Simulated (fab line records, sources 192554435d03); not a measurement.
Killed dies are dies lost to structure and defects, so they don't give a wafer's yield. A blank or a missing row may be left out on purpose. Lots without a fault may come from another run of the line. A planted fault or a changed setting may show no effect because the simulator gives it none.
Chamber matching | flow n5_finfet | N5_MOL_CONTACT_COAG_ALD_131 on ald_sin-02: 4 sister chambers
The step deposits SiO2, target thk 5 nm, pulse time 1 s, co reactant pulse time 1 s. 24 wafers are shown with their chamber, then 12 later ones without.

WAFERS WITH THEIR CHAMBER
wafer  | chamber | heater_power_w (W) | precursor_pulse_height_rel
L075.2 | 0       | 73                 | 0.990
L075.4 | 3       | 78                 | 1.011
L075.6 | 2       | 76                 | 0.980
L076.1 | 3       | 81                 | 0.998
L076.4 | 2       | 77                 | 1.011
L076.5 | 1       | 78                 | 1.037
L081.1 | 1       | 78                 | 1.017
L081.3 | 2       | 77                 | 0.960
L081.4 | 3       | 81                 | 1.006
L085.2 | 0       | 74                 | 1.034
L085.3 | 1       | 77                 | 1.061
L085.4 | 3       | 80                 | 1.003
L087.1 | 0       | 72                 | 0.985
L087.2 | 3       | 81                 | 1.015
L087.5 | 3       | 81                 | 1.008
L088.1 | 0       | 73                 | 1.006
L088.3 | 3       | 80                 | 0.980
L088.6 | 2       | 79                 | 0.957
L089.2 | 3       | 79                 | 1.008
L089.3 | 0       | 74                 | 0.980
L089.6 | 2       | 78                 | 1.007
L092.1 | 0       | 73                 | 1.033
L092.2 | 2       | 79                 | 1.017
L092.6 | 1       | 80                 | 1.028

SIGNATURES (means of the wafers above)
reading                    | chamber 0 | chamber 1 | chamber 2 | chamber 3 | scatter within a chamber
heater_power_w             | 73.17     | 78.25     | 77.67     | 80.12     | 1.09
precursor_pulse_height_rel | 1.00467   | 1.03575   | 0.98867   | 1.00362   | 0.0203
Rule: a wafer's distance from a chamber is the root of the sum, over the readings, of the square of ((its reading less the chamber's mean) divided by the reading's scatter). The wafer belongs to the nearest chamber; if the next one is less than 2 further off, it can't be placed. The scatter: the root of (the sum of the squares of (reading less its chamber's mean) over the shown wafers, divided by (wafers less chambers)).

WAFERS WITHOUT THEIR CHAMBER
wafer  | heater_power_w (W) | precursor_pulse_height_rel
L093.1 | 77                 | 1.004
L093.4 | 80                 | 1.022
L093.6 | 72                 | 0.960
L094.1 | 74                 | 0.976
L094.2 | 78                 | 1.045
L094.5 | 73                 | 0.992
L096.2 | 74                 | 0.995
L096.4 | 78                 | 0.999
L096.5 | 81                 | 0.995
L097.2 | 80                 | 0.985
L097.3 | 74                 | 0.990
L097.6 | 70                 | 0.971

WHICH CHAMBER EACH WENT THROUGH
wafer  | from the rows above          | in truth
L093.1 | can't be placed: 2 or 1 or 3 | 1
L093.4 | can't be placed: 3 or 1 or 2 | 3
L093.6 | 0                            | 0
L094.1 | can't be placed: 0 or 2      | 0
L094.2 | 1                            | 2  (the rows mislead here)
L094.5 | 0                            | 0
L096.2 | 0                            | 0
L096.4 | can't be placed: 2 or 1 or 3 | 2
L096.5 | 3                            | 3
L097.2 | can't be placed: 3 or 2      | 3
L097.3 | 0                            | 0
L097.6 | 0                            | 0
Placed correctly: 6 of 12. Can't be placed from these rows: 5 (the true chamber is among the candidates in 5). Placed wrongly: 1.
